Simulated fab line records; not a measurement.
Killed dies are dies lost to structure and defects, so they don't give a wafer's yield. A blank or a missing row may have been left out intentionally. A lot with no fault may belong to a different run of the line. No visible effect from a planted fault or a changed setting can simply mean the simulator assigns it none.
Chamber matching | flow n5_finfet | N5_HKMG_FIN_HK_ALD_01 on ald_hk-01 has 4 sister chambers
The step deposits HfO2, target thk 1.6 nm, pulse time 3 s, purge time 3 s. 4 wafers are shown with their chamber, then 12 later ones without.

== WAFERS WITH THEIR CHAMBER ==
wafer  | chamber | precursor_pulse_height_rel
L088.1 | 3       | 0.979
L090.1 | 2       | 0.988
L090.2 | 1       | 0.962
L090.3 | 0       | 0.998

== WAFERS WHOSE CHAMBER IS MISSING ==
wafer  | precursor_pulse_height_rel
L090.4 | 1.039
L090.5 | 0.993
L090.6 | 0.961
L091.3 | 0.993
L091.5 | 1.014
L091.6 | 1.027
L094.1 | 0.995
L094.2 | 0.998
L094.3 | 0.988
L094.4 | 0.996
L094.5 | 0.988
L094.6 | 1.015

== EACH ONE'S CHAMBER ==
wafer  | from the rows above               | in truth
L090.4 | can't be placed: 0 or 2 or 3      | 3
L090.5 | can't be placed: 0 or 2 or 3 or 1 | 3
L090.6 | can't be placed: 1 or 3 or 2      | 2
L091.3 | can't be placed: 0 or 2 or 3 or 1 | 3
L091.5 | can't be placed: 0 or 2 or 3      | 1
L091.6 | can't be placed: 0 or 2 or 3      | 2
L094.1 | can't be placed: 0 or 2 or 3 or 1 | 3
L094.2 | can't be placed: 0 or 2 or 3      | 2
L094.3 | can't be placed: 2 or 3 or 0 or 1 | 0
L094.4 | can't be placed: 0 or 2 or 3 or 1 | 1
L094.5 | can't be placed: 2 or 3 or 0 or 1 | 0
L094.6 | can't be placed: 0 or 2 or 3      | 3
Correct placement for 0 of the 12. Cannot be placed on the basis of these rows: 12; the candidates contain the true chamber in 11. Wrongly placed: 0.
How it was worked out, from the rows above alone: a wafer's distance from a chamber is the root of the sum, over the readings, of the square of ((its reading less the chamber's mean) divided by the reading's scatter). If the next closest chamber is less than 2 further off than the closest, the wafer can't be placed; otherwise it belongs to the closest. Each chamber's mean is taken over the wafers shown for it. The scatter (one wafer shown for each chamber): square how far every hidden wafer sits from the nearest shown wafer, average those squares and take the square root.
